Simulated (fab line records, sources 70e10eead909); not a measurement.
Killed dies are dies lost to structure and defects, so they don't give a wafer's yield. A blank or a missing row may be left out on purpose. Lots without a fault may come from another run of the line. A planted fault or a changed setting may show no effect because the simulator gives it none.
Tool commonality check | flow nand_harc | 13 lots, 39 wafers sampled

WHY IT WAS OPENED
At NHARC_A_ONON_D1_THK_MEAS_30 the reading thk_nm is flagged on 2 of 13 lots. Wafers without a fault read 1000 nm, standard deviation 8.2.
Rule: a lot is flagged when every wafer of it that has a number lies more than 4 standard deviations from that mean, or none has a number. The other lots count as sound.

lot  | measured     | on            | thk_nm (nm), wafer by wafer | flag
L464 | day 8 08:57  | film_metro-02 | 1005 1003 1005              |
L467 | day 9 12:29  | film_metro-02 | 1010 1009 1009              |
L468 | day 9 22:01  | film_metro-02 | 1001 997 998                |
L471 | day 11 01:30 | film_metro-02 | 1007 1005 1006              |
L472 | day 11 16:35 | film_metro-02 | 1690 1692 1691              | FLAGGED
L475 | day 12 13:42 | film_metro-01 | 1687 1690 1689              | FLAGGED
L476 | day 13 04:47 | film_metro-02 | 1014 1015 1015              |
L479 | day 14 12:57 | film_metro-02 | 995 994 995                 |
L478 | day 14 12:57 | film_metro-01 | 998 998 999                 |
L482 | day 15 12:43 | film_metro-01 | 1004 1004 1006              |
L483 | day 16 01:03 | film_metro-01 | 1005 1002 1004              |
L485 | day 16 21:18 | film_metro-01 | 996 996 997                 |
L486 | day 18 02:10 | film_metro-02 | 1003 1004 1004              |
The numbers of the flagged lots are 1690 nm on average: +690 nm against the usual, or +84 standard deviations.

WHICH TOOL RAN EACH LOT
The record holds 1 process step before the reading, out of a route of 1302 steps. In each cell: the tool, then ch and the chambers that the sampled wafers went through, then the start.
lot  | flag    | NHARC_A_ONON_D1_DEP_28
L464 |         | pecvd_onon-02 ch 0, day 8 08:26
L467 |         | pecvd_onon-04 ch 0, day 9 12:02
L468 |         | pecvd_onon-01 ch 0, day 9 21:30
L471 |         | pecvd_onon-02 ch 0, day 11 00:59
L472 | FLAGGED | pecvd_onon-04 ch 0, day 11 16:11
L475 | FLAGGED | pecvd_onon-04 ch 0, day 12 13:22
L476 |         | pecvd_onon-01 ch 0, day 13 04:23
L479 |         | pecvd_onon-01 ch 0, day 14 12:26
L478 |         | pecvd_onon-02 ch 0, day 14 12:26
L482 |         | pecvd_onon-04 ch 0, day 15 12:13
L483 |         | pecvd_onon-04 ch 0, day 16 00:40
L485 |         | pecvd_onon-02 ch 0, day 16 20:51
L486 |         | pecvd_onon-04 ch 0, day 18 01:46
What these steps do:
- NHARC_A_ONON_D1_DEP_28: target thk 1000 nm.
- NHARC_A_ONON_D1_THK_MEAS_30: measures by ellipsometry.

FLAGGED OVER TOTAL, TOOL BY TOOL (the gauges that took the reading come last)
step                        | tool          | lots run | flagged | share of the flagged lots | sound lots run after its first flagged lot
NHARC_A_ONON_D1_DEP_28      | pecvd_onon-01 | 3        | 0       | none                      | -
NHARC_A_ONON_D1_DEP_28      | pecvd_onon-02 | 4        | 0       | none                      | -
NHARC_A_ONON_D1_DEP_28      | pecvd_onon-04 | 6        | 2       | all                       | 3 (L482,L483,L486)
NHARC_A_ONON_D1_THK_MEAS_30 | film_metro-01 | 5        | 1       | some                      | 4 (L478,L482,L483,L485)
NHARC_A_ONON_D1_THK_MEAS_30 | film_metro-02 | 8        | 1       | some                      | 3 (L476,L479,L486)

WHAT THE TABLE ALLOWS
1 row of the table ran every flagged lot: pecvd_onon-04 at NHARC_A_ONON_D1_DEP_28.
- pecvd_onon-04 at NHARC_A_ONON_D1_DEP_28: 2 of its 6 lots flagged. Sound lots ran on it after the first flagged one (L482, L483, L486), which a lasting fault on the whole tool wouldn't allow.
No row of the table ran every flagged lot and no sound lot after the first.

WHAT THE SIMULATOR HAD PUT IN
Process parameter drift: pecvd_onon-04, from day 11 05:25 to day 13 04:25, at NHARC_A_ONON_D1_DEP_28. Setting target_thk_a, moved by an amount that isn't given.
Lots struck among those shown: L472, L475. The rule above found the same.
